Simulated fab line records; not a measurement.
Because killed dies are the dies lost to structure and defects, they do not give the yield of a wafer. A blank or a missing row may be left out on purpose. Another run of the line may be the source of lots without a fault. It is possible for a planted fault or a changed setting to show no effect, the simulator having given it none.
What tool caused it?    flow nand-harc    Sampling: 13 lots, 39 wafers, 4 of 1302 route steps

WHAT THE GAUGES READ, wafer by wafer
NHARC_A_BONDPAD_CD_MEAS_13. Usual: cd-nm reads 499.2 nm (standard deviation 1.3).
lot   measured      on         cd-nm (nm)         flag
L970  day 22 23:53  cd-sem-03  497.4 500.1 497.7  
L971  day 23 19:42  cd-sem-03  500.0 498.2 496.1  
L973  day 23 22:06  cd-sem-01  500.0 499.5 499.9  
L974  day 24 11:12  cd-sem-02  500.5 499.7 498.6  
L975  day 25 21:53  cd-sem-01  497.9 500.0 500.0  
L978  day 27 02:34  cd-sem-03  499.9 497.4 499.9  
L985  day 29 06:23  cd-sem-01  498.1 499.4 498.9  
L986  day 29 08:53  cd-sem-01  500.1 501.7 501.0  
L988  day 30 15:31  cd-sem-03  499.8 500.9 502.4  
L989  day 30 07:50  cd-sem-01  500.2 498.0 499.2  
L990  day 31 12:07  cd-sem-01  500.8 498.6 497.6  
L991  day 32 01:56  cd-sem-01  498.1 496.8 497.8  
L993  day 32 08:57  cd-sem-01  497.9 497.8 498.0  

NHARC_END_SORT_01. Usual: defect-limited-yield 91 %, standard deviation 3.4; killed-at-array 57, standard deviation 24; killed-at-other 0.7, standard deviation 0.94; killed-at-periphery 3.8, standard deviation 2.5; killed-dies 62, standard deviation 23; killed-open 3.1, standard deviation 1.8; killed-short 2.5, standard deviation 1.6.
lot   measured      on         defect-limited-yield (%)  killed-at-array  killed-at-other  killed-at-periphery  killed-dies  killed-open  killed-short  flag
L985  day 30 16:22  prober-02  93 95 80                  42 33 31         0 1 1            5 1 106              47 35 138    2 2 1        4 3 3         OFF
L993  day 33 16:28  prober-02  88 85 90                  75 98 68         2 2 1            1 3 1                78 103 70    2 2 2        2 6 1         

WHAT TOOL EACH LOT RAN ON (gives the tool, then ch and the chambers of the sampled wafers, and finally the start)
lot   NHARC_P_M1_ETCH_35                  NHARC_A_BONDPAD_ETCH_34
L970  rie-diel-09 ch 1,2, day 6 09:49     rie-diel-04 ch 2,3, day 22 23:38
L971  rie-diel-02 ch 0,2, day 6 14:52     rie-diel-13 ch 0,1,2, day 23 19:28
L973  rie-diel-09 ch 1,2,3, day 7 18:08   rie-diel-03 ch 1,3, day 23 21:52
L974  rie-diel-09 ch 1,3, day 7 21:25     rie-diel-13 ch 1,3, day 24 10:58
L975  rie-diel-09 ch 1,2,3, day 8 16:38   rie-diel-04 ch 0,2,3, day 25 21:40
L978  rie-diel-09 ch 0,1,3, day 9 17:06   rie-diel-13 ch 1,2,3, day 27 02:20
L985  rie-diel-02 ch 1,2,3, day 12 18:19  rie-diel-04 ch 0,2,3, day 29 06:09
L986  rie-diel-09 ch 0,1,3, day 12 18:29  rie-diel-04 ch 0,2,3, day 29 08:40
L988  rie-diel-09 ch 1,3, day 13 21:23    rie-diel-03 ch 1,2,3, day 30 15:17
L989  rie-diel-09 ch 1,2,3, day 13 22:52  rie-diel-04 ch 0,1,2, day 30 07:37
L990  rie-diel-08 ch 0,2,3, day 14 12:15  rie-diel-04 ch 0,1,3, day 31 11:52
L991  rie-diel-09 ch 0,2,3, day 14 17:39  rie-diel-03 ch 0,3, day 32 01:43
L993  rie-diel-09 ch 0,1,2, day 15 18:43  rie-diel-04 ch 1,2, day 32 08:43
- NHARC_P_M1_ETCH_35: etches the open film in N2/H2, target depth 40 nm, overetch 12 nm, time 43.94 s.
- NHARC_A_BONDPAD_ETCH_34: etches the open film in N2/H2, target depth 60 nm, overetch 18 nm, time 65.91 s.

WHAT THE TOOLS THEMSELVES READ (means of the sampled wafers that have a number; where no wafer has one, the mark that the record gives instead)
NHARC_P_M1_ETCH_35. Usual: drypump-motor-current-A 5.6 A, standard deviation 0.32; oes-product-au 1.001 a.u., standard deviation 0.0076; rf-vpp-V 430.6 V, standard deviation 2.8; showerhead-plenum-p-Torr 2.05 Torr, standard deviation 0.096; throttle-valve-pct 14.171 %, standard deviation 0.0097.
lot   tool         drypump-motor-current-A (A)  oes-product-au (a.u.)  rf-vpp-V (V)  showerhead-plenum-p-Torr (Torr)  throttle-valve-pct (%)  flag
L970  rie-diel-09  5.6                          1.002                  427.9         1.97                             14.170                  
L971  rie-diel-02  5.5                          1.007                  427.5         1.96                             14.164                  
L973  rie-diel-09  5.5                          1.011                  429.3         2.02                             14.181                  
L974  rie-diel-09  5.3                          1.001                  429.7         2.00                             14.172                  
L975  rie-diel-09  5.5                          1.005                  429.8         2.02                             14.158                  
L978  rie-diel-09  5.5                          1.004                  430.4         2.05                             14.163                  
L985  rie-diel-02  5.5                          1.002                  430.6         2.02                             14.179                  
L986  rie-diel-09  5.5                          0.996                  430.9         2.05                             14.156                  
L988  rie-diel-09  5.3                          1.001                  429.4         2.00                             14.171                  
L989  rie-diel-09  5.5                          1.001                  429.7         2.02                             14.167                  
L990  rie-diel-08  5.8                          0.993                  429.1         2.01                             14.174                  
L991  rie-diel-09  5.7                          0.994                  432.3         2.11                             14.175                  
L993  rie-diel-09  5.7                          1.000                  431.1         2.06                             14.175                  

NHARC_A_BONDPAD_ETCH_34. Usual: drypump-motor-current-A 5.6 A, standard deviation 0.58; oes-product-au 0.999 a.u., standard deviation 0.0071; rf-vpp-V 430.4 V, standard deviation 2.9; showerhead-plenum-p-Torr 2.04 Torr, standard deviation 0.099; throttle-valve-pct 14.171 %, standard deviation 0.0084.
lot   tool         drypump-motor-current-A (A)  oes-product-au (a.u.)  rf-vpp-V (V)  showerhead-plenum-p-Torr (Torr)  throttle-valve-pct (%)  flag
L970  rie-diel-04  6.2                          1.003                  433.3         2.13                             14.181                  
L971  rie-diel-13  5.6                          0.998                  430.2         2.03                             14.178                  
L973  rie-diel-03  5.6                          1.000                  432.0         2.07                             14.179                  
L974  rie-diel-13  5.3                          0.995                  432.1         2.08                             14.163                  
L975  rie-diel-04  5.7                          0.995                  432.4         2.10                             14.175                  
L978  rie-diel-13  5.2                          0.989                  430.0         2.02                             14.169                  
L985  rie-diel-04  5.7                          0.997                  432.0         2.10                             14.169                  
L986  rie-diel-04  5.7                          0.998                  432.4         2.10                             14.173                  
L988  rie-diel-03  5.8                          1.012                  431.4         2.04                             14.176                  
L989  rie-diel-04  5.5                          1.001                  431.7         2.07                             14.167                  
L990  rie-diel-04  5.2                          0.999                  429.4         2.01                             14.167                  
L991  rie-diel-03  5.7                          1.007                  430.3         2.04                             14.172                  
L993  rie-diel-04  5.6                          0.998                  429.7         2.01                             14.175                  

THE ANSWER, worked out from the rows above alone
Rule: lot off if the mean of its wafers having a number is beyond 3 standard deviations from the usual mean. A lot without any number at a reading at which 4 lots or more have one is off too. Any other lot the step has rows for is counted as sound. The gauges are gone through in route order, then the tools' own readings, and for those a lot's mean is taken as printed above. The first step at which some lot is off is used, and at that step the reading that is off furthest; a lot without a number counts as furthest.
Off: L985 (NHARC_END_SORT_01, killed-at-periphery). Neither off nor sound, because the step has no rows for them: L970, L971, L973, L974, L975, L978, L986, L988, L989, L990, L991.
If a tool, at a process step before that reading, ran all the lots that are off and no sound lot after the first of them, it fits. Those tools and the gauges at NHARC_END_SORT_01 are tried in the same way. One candidate fits, namely rie-diel-02 at NHARC_P_M1_ETCH_35. It ran no sound lot before its first lot that is off in this sample, so the start can't be narrowed down.

WHAT THE SIMULATOR HAD INSERTED
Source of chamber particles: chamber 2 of rie-diel-02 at NHARC_P_M1_ETCH_35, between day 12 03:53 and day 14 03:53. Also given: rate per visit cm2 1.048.
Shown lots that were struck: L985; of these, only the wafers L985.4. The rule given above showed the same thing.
